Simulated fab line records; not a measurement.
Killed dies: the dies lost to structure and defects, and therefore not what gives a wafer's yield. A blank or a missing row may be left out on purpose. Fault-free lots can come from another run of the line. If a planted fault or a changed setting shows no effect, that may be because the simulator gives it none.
The tool behind it: which one? || flow n5Finfet || 72 wafers from 24 lots sampled at 4 of the route's 1938 steps

## WHAT THE GAUGES READ, wafer by wafer
N5_BEOL_M12_CD_MEAS_28: target cd 160.2 nm. Usual: 159.7 nm for cdNm, sd 1.6.
{"lot": "L074", "measured": "day 9 23:25", "on": "cdSem-01", "cdNm (nm)": "163.0 158.9 160.9", "flag": ""}
{"lot": "L075", "measured": "day 10 17:58", "on": "cdSem-03", "cdNm (nm)": "160.8 160.4 160.7", "flag": ""}
{"lot": "L077", "measured": "day 10 22:19", "on": "cdSem-03", "cdNm (nm)": "160.5 160.5 161.7", "flag": ""}
{"lot": "L076", "measured": "day 11 00:24", "on": "cdSem-01", "cdNm (nm)": "160.2 157.4 159.3", "flag": ""}
{"lot": "L078", "measured": "day 11 08:54", "on": "cdSem-02", "cdNm (nm)": "158.9 159.0 157.3", "flag": ""}
{"lot": "L080", "measured": "day 11 20:41", "on": "cdSem-02", "cdNm (nm)": "160.1 159.8 160.6", "flag": ""}
{"lot": "L079", "measured": "day 11 21:06", "on": "cdSem-02", "cdNm (nm)": "159.2 159.5 161.6", "flag": ""}
{"lot": "L081", "measured": "day 11 23:07", "on": "cdSem-03", "cdNm (nm)": "158.9 160.4 158.1", "flag": ""}
{"lot": "L082", "measured": "day 12 14:52", "on": "cdSem-01", "cdNm (nm)": "156.0 157.0 155.6", "flag": ""}
{"lot": "L083", "measured": "day 12 16:21", "on": "cdSem-01", "cdNm (nm)": "162.0 162.5 161.8", "flag": ""}
{"lot": "L084", "measured": "day 12 19:28", "on": "cdSem-02", "cdNm (nm)": "158.8 156.8 157.9", "flag": ""}
{"lot": "L085", "measured": "day 13 01:13", "on": "cdSem-01", "cdNm (nm)": "160.9 160.4 162.1", "flag": ""}
{"lot": "L086", "measured": "day 13 23:13", "on": "cdSem-02", "cdNm (nm)": "157.0 157.2 158.2", "flag": ""}
{"lot": "L087", "measured": "day 13 23:36", "on": "cdSem-01", "cdNm (nm)": "159.9 159.4 159.6", "flag": ""}
{"lot": "L088", "measured": "day 14 07:10", "on": "cdSem-01", "cdNm (nm)": "160.3 160.9 158.5", "flag": ""}
{"lot": "L089", "measured": "day 14 08:05", "on": "cdSem-01", "cdNm (nm)": "158.1 161.0 160.9", "flag": ""}
{"lot": "L090", "measured": "day 14 12:44", "on": "cdSem-02", "cdNm (nm)": "161.0 161.9 159.7", "flag": ""}
{"lot": "L094", "measured": "day 15 04:53", "on": "cdSem-01", "cdNm (nm)": "159.5 157.8 157.1", "flag": ""}
{"lot": "L092", "measured": "day 15 05:16", "on": "cdSem-02", "cdNm (nm)": "157.5 160.2 160.4", "flag": ""}
{"lot": "L093", "measured": "day 15 08:09", "on": "cdSem-03", "cdNm (nm)": "157.7 161.0 160.9", "flag": ""}
{"lot": "L091", "measured": "day 15 14:16", "on": "cdSem-02", "cdNm (nm)": "159.3 158.5 159.6", "flag": ""}
{"lot": "L095", "measured": "day 16 04:10", "on": "cdSem-03", "cdNm (nm)": "160.9 158.6 162.6", "flag": ""}
{"lot": "L096", "measured": "day 16 14:46", "on": "cdSem-01", "cdNm (nm)": "160.5 161.4 163.6", "flag": ""}
{"lot": "L097", "measured": "day 16 18:31", "on": "cdSem-02", "cdNm (nm)": "160.1 158.6 161.3", "flag": ""}

N5_BEOL_M13_CD_MEAS_10: target cd 190 nm. Usual: 189.2 nm for cdNm, sd 1.4.
{"lot": "L074", "measured": "day 10 03:05", "on": "cdSem-01", "cdNm (nm)": "189.8 187.6 187.4", "flag": ""}
{"lot": "L075", "measured": "day 10 22:30", "on": "cdSem-03", "cdNm (nm)": "191.2 188.9 190.8", "flag": ""}
{"lot": "L077", "measured": "day 11 01:07", "on": "cdSem-02", "cdNm (nm)": "189.1 190.6 190.8", "flag": ""}
{"lot": "L076", "measured": "day 11 03:34", "on": "cdSem-03", "cdNm (nm)": "189.8 189.8 189.0", "flag": ""}
{"lot": "L078", "measured": "day 11 12:38", "on": "cdSem-01", "cdNm (nm)": "187.3 187.1 188.7", "flag": ""}
{"lot": "L080", "measured": "day 12 03:42", "on": "cdSem-02", "cdNm (nm)": "189.1 188.3 187.7", "flag": ""}
{"lot": "L079", "measured": "day 12 03:50", "on": "cdSem-02", "cdNm (nm)": "187.0 188.8 187.8", "flag": ""}
{"lot": "L081", "measured": "day 12 04:06", "on": "cdSem-01", "cdNm (nm)": "188.7 186.6 188.7", "flag": ""}
{"lot": "L082", "measured": "day 12 18:10", "on": "cdSem-03", "cdNm (nm)": "189.2 188.8 188.6", "flag": ""}
{"lot": "L083", "measured": "day 12 23:26", "on": "cdSem-02", "cdNm (nm)": "191.2 189.7 189.1", "flag": ""}
{"lot": "L084", "measured": "day 13 07:56", "on": "cdSem-01", "cdNm (nm)": "188.9 189.6 190.4", "flag": ""}
{"lot": "L085", "measured": "day 13 09:59", "on": "cdSem-02", "cdNm (nm)": "190.3 190.5 190.6", "flag": ""}
{"lot": "L086", "measured": "day 14 04:15", "on": "cdSem-03", "cdNm (nm)": "189.3 189.1 190.1", "flag": ""}
{"lot": "L087", "measured": "day 14 04:33", "on": "cdSem-01", "cdNm (nm)": "190.1 188.3 190.3", "flag": ""}
{"lot": "L088", "measured": "day 14 11:09", "on": "cdSem-02", "cdNm (nm)": "188.9 189.6 188.7", "flag": ""}
{"lot": "L089", "measured": "day 14 15:30", "on": "cdSem-01", "cdNm (nm)": "189.3 190.8 191.3", "flag": ""}
{"lot": "L090", "measured": "day 14 16:52", "on": "cdSem-03", "cdNm (nm)": "189.4 189.3 188.5", "flag": ""}
{"lot": "L094", "measured": "day 15 10:38", "on": "cdSem-01", "cdNm (nm)": "187.5 186.1 186.9", "flag": ""}
{"lot": "L092", "measured": "day 15 09:56", "on": "cdSem-02", "cdNm (nm)": "191.5 191.9 190.6", "flag": ""}
{"lot": "L093", "measured": "day 15 12:41", "on": "cdSem-01", "cdNm (nm)": "191.0 189.2 190.9", "flag": ""}
{"lot": "L091", "measured": "day 15 22:57", "on": "cdSem-01", "cdNm (nm)": "185.3 187.6 187.6", "flag": ""}
{"lot": "L095", "measured": "day 16 08:03", "on": "cdSem-03", "cdNm (nm)": "190.8 189.4 191.0", "flag": ""}
{"lot": "L096", "measured": "day 16 21:04", "on": "cdSem-02", "cdNm (nm)": "188.9 188.8 190.4", "flag": ""}
{"lot": "L097", "measured": "day 16 22:04", "on": "cdSem-02", "cdNm (nm)": "191.1 190.2 189.4", "flag": ""}

N5_BEOL_M13_OVL_MEAS_11. Usual: V12_OVL gives 5 nm (standard deviation 5.1).
{"lot": "L074", "measured": "day 10 03:07", "on": "overlay-01", "V12_OVL (nm)": "-4 -2 1", "flag": ""}
{"lot": "L075", "measured": "day 10 22:32", "on": "overlay-01", "V12_OVL (nm)": "1 3 7", "flag": ""}
{"lot": "L077", "measured": "day 11 01:08", "on": "overlay-01", "V12_OVL (nm)": "7 9 11", "flag": ""}
{"lot": "L076", "measured": "day 11 03:36", "on": "overlay-01", "V12_OVL (nm)": "10 6 3", "flag": ""}
{"lot": "L078", "measured": "day 11 12:40", "on": "overlay-01", "V12_OVL (nm)": "6 4 5", "flag": ""}
{"lot": "L080", "measured": "day 12 03:44", "on": "overlay-02", "V12_OVL (nm)": "14 8 13", "flag": ""}
{"lot": "L079", "measured": "day 12 03:52", "on": "overlay-02", "V12_OVL (nm)": "6 15 11", "flag": ""}
{"lot": "L081", "measured": "day 12 04:08", "on": "overlay-02", "V12_OVL (nm)": "3 12 13", "flag": ""}
{"lot": "L082", "measured": "day 12 18:12", "on": "overlay-02", "V12_OVL (nm)": "1 5 4", "flag": ""}
{"lot": "L083", "measured": "day 12 23:28", "on": "overlay-02", "V12_OVL (nm)": "-2 -5 -4", "flag": ""}
{"lot": "L084", "measured": "day 13 07:58", "on": "overlay-01", "V12_OVL (nm)": "9 8 6", "flag": ""}
{"lot": "L085", "measured": "day 13 10:01", "on": "overlay-02", "V12_OVL (nm)": "12 10 10", "flag": ""}
{"lot": "L086", "measured": "day 14 04:18", "on": "overlay-01", "V12_OVL (nm)": "-6 -1 6", "flag": ""}
{"lot": "L087", "measured": "day 14 04:35", "on": "overlay-01", "V12_OVL (nm)": "8 8 2", "flag": ""}
{"lot": "L088", "measured": "day 14 11:11", "on": "overlay-01", "V12_OVL (nm)": "6 2 5", "flag": ""}
{"lot": "L089", "measured": "day 14 15:31", "on": "overlay-01", "V12_OVL (nm)": "1 -3 -6", "flag": ""}
{"lot": "L090", "measured": "day 14 16:53", "on": "overlay-01", "V12_OVL (nm)": "3 6 12", "flag": ""}
{"lot": "L094", "measured": "day 15 10:40", "on": "overlay-01", "V12_OVL (nm)": "5 3 5", "flag": ""}
{"lot": "L092", "measured": "day 15 09:58", "on": "overlay-01", "V12_OVL (nm)": "0 3 2", "flag": ""}
{"lot": "L093", "measured": "day 15 12:42", "on": "overlay-01", "V12_OVL (nm)": "6 1 9", "flag": ""}
{"lot": "L091", "measured": "day 15 22:59", "on": "overlay-01", "V12_OVL (nm)": "4 -2 3", "flag": ""}
{"lot": "L095", "measured": "day 16 08:05", "on": "overlay-01", "V12_OVL (nm)": "4 7 9", "flag": ""}
{"lot": "L096", "measured": "day 16 21:06", "on": "overlay-02", "V12_OVL (nm)": "-2 4 3", "flag": ""}
{"lot": "L097", "measured": "day 16 22:05", "on": "overlay-02", "V12_OVL (nm)": "3 5 13", "flag": ""}

## TOOL THAT RAN EACH LOT (tool first, then ch and the chambers of the sampled wafers, then the start)
{"lot": "L074", "N5_BEOL_M11_ANNEAL_51": "rtpAnneal-02 ch 0, day 9 21:25"}
{"lot": "L075", "N5_BEOL_M11_ANNEAL_51": "rtpAnneal-02 ch 0, day 10 15:50"}
{"lot": "L077", "N5_BEOL_M11_ANNEAL_51": "rtpAnneal-01 ch 0, day 10 20:14"}
{"lot": "L076", "N5_BEOL_M11_ANNEAL_51": "rtpAnneal-02 ch 0, day 10 22:05"}
{"lot": "L078", "N5_BEOL_M11_ANNEAL_51": "rtpAnneal-01 ch 0, day 11 06:39"}
{"lot": "L080", "N5_BEOL_M11_ANNEAL_51": "rtpAnneal-02 ch 0, day 11 18:34"}
{"lot": "L079", "N5_BEOL_M11_ANNEAL_51": "rtpAnneal-01 ch 0, day 11 18:45"}
{"lot": "L081", "N5_BEOL_M11_ANNEAL_51": "rtpAnneal-01 ch 0, day 11 20:45"}
{"lot": "L082", "N5_BEOL_M11_ANNEAL_51": "rtpAnneal-01 ch 0, day 12 12:18"}
{"lot": "L083", "N5_BEOL_M11_ANNEAL_51": "rtpAnneal-02 ch 0, day 12 13:34"}
{"lot": "L084", "N5_BEOL_M11_ANNEAL_51": "rtpAnneal-01 ch 0, day 12 17:02"}
{"lot": "L085", "N5_BEOL_M11_ANNEAL_51": "rtpAnneal-02 ch 0, day 12 23:07"}
{"lot": "L086", "N5_BEOL_M11_ANNEAL_51": "rtpAnneal-02 ch 0, day 13 20:55"}
{"lot": "L087", "N5_BEOL_M11_ANNEAL_51": "rtpAnneal-02 ch 0, day 13 21:16"}
{"lot": "L088", "N5_BEOL_M11_ANNEAL_51": "rtpAnneal-01 ch 0, day 14 04:52"}
{"lot": "L089", "N5_BEOL_M11_ANNEAL_51": "rtpAnneal-02 ch 0, day 14 05:58"}
{"lot": "L090", "N5_BEOL_M11_ANNEAL_51": "rtpAnneal-01 ch 0, day 14 10:16"}
{"lot": "L094", "N5_BEOL_M11_ANNEAL_51": "rtpAnneal-01 ch 0, day 15 02:33"}
{"lot": "L092", "N5_BEOL_M11_ANNEAL_51": "rtpAnneal-02 ch 0, day 15 02:53"}
{"lot": "L093", "N5_BEOL_M11_ANNEAL_51": "rtpAnneal-02 ch 0, day 15 05:43"}
{"lot": "L091", "N5_BEOL_M11_ANNEAL_51": "rtpAnneal-01 ch 0, day 15 12:09"}
{"lot": "L095", "N5_BEOL_M11_ANNEAL_51": "rtpAnneal-02 ch 0, day 16 01:56"}
{"lot": "L096", "N5_BEOL_M11_ANNEAL_51": "rtpAnneal-01 ch 0, day 16 12:23"}
{"lot": "L097", "N5_BEOL_M11_ANNEAL_51": "rtpAnneal-02 ch 0, day 16 16:15"}
- N5_BEOL_M11_ANNEAL_51: time 90 s.

## WHAT THE TOOLS THEMSELVES READ (means of the sampled wafers that have a number; where no wafer has one, the mark that the record gives instead)
N5_BEOL_M11_ANNEAL_51. Usual: 225.74 for wafer_temp_C_max, sd 0.21.
{"lot": "L074", "tool": "rtpAnneal-02", "wafer_temp_C_max": 225.71, "flag": ""}
{"lot": "L075", "tool": "rtpAnneal-02", "wafer_temp_C_max": 225.81, "flag": ""}
{"lot": "L077", "tool": "rtpAnneal-01", "wafer_temp_C_max": 225.80, "flag": ""}
{"lot": "L076", "tool": "rtpAnneal-02", "wafer_temp_C_max": 225.57, "flag": ""}
{"lot": "L078", "tool": "rtpAnneal-01", "wafer_temp_C_max": 226.16, "flag": ""}
{"lot": "L080", "tool": "rtpAnneal-02", "wafer_temp_C_max": 226.03, "flag": ""}
{"lot": "L079", "tool": "rtpAnneal-01", "wafer_temp_C_max": 225.85, "flag": ""}
{"lot": "L081", "tool": "rtpAnneal-01", "wafer_temp_C_max": 225.72, "flag": ""}
{"lot": "L082", "tool": "rtpAnneal-01", "wafer_temp_C_max": 225.71, "flag": ""}
{"lot": "L083", "tool": "rtpAnneal-02", "wafer_temp_C_max": 225.81, "flag": ""}
{"lot": "L084", "tool": "rtpAnneal-01", "wafer_temp_C_max": 225.51, "flag": ""}
{"lot": "L085", "tool": "rtpAnneal-02", "wafer_temp_C_max": 226.02, "flag": ""}
{"lot": "L086", "tool": "rtpAnneal-02", "wafer_temp_C_max": 225.79, "flag": ""}
{"lot": "L087", "tool": "rtpAnneal-02", "wafer_temp_C_max": 225.95, "flag": ""}
{"lot": "L088", "tool": "rtpAnneal-01", "wafer_temp_C_max": 225.39, "flag": ""}
{"lot": "L089", "tool": "rtpAnneal-02", "wafer_temp_C_max": 225.65, "flag": ""}
{"lot": "L090", "tool": "rtpAnneal-01", "wafer_temp_C_max": 225.56, "flag": ""}
{"lot": "L094", "tool": "rtpAnneal-01", "wafer_temp_C_max": 225.61, "flag": ""}
{"lot": "L092", "tool": "rtpAnneal-02", "wafer_temp_C_max": 226.07, "flag": ""}
{"lot": "L093", "tool": "rtpAnneal-02", "wafer_temp_C_max": 225.45, "flag": ""}
{"lot": "L091", "tool": "rtpAnneal-01", "wafer_temp_C_max": 225.65, "flag": ""}
{"lot": "L095", "tool": "rtpAnneal-02", "wafer_temp_C_max": 225.77, "flag": ""}
{"lot": "L096", "tool": "rtpAnneal-01", "wafer_temp_C_max": 225.71, "flag": ""}
{"lot": "L097", "tool": "rtpAnneal-02", "wafer_temp_C_max": 225.89, "flag": ""}

## THE ANSWER, worked out from the rows above alone
Rule: a lot counts as off when the mean over its wafers that have a number is more than 3 standard deviations away from the usual mean. A lot without any number at a reading at which 4 lots or more have one is off too. The other lots that the step has rows for count as sound. First the gauges in route order, then the tools' own readings, where a lot's mean is used as printed above. At the first step where some lot is off, the reading lying furthest off is the one used; lots without a number count as furthest.
No lot is off at any reading shown: from this, nothing can be told.

## WHAT THE SIMULATOR HAD PUT IN
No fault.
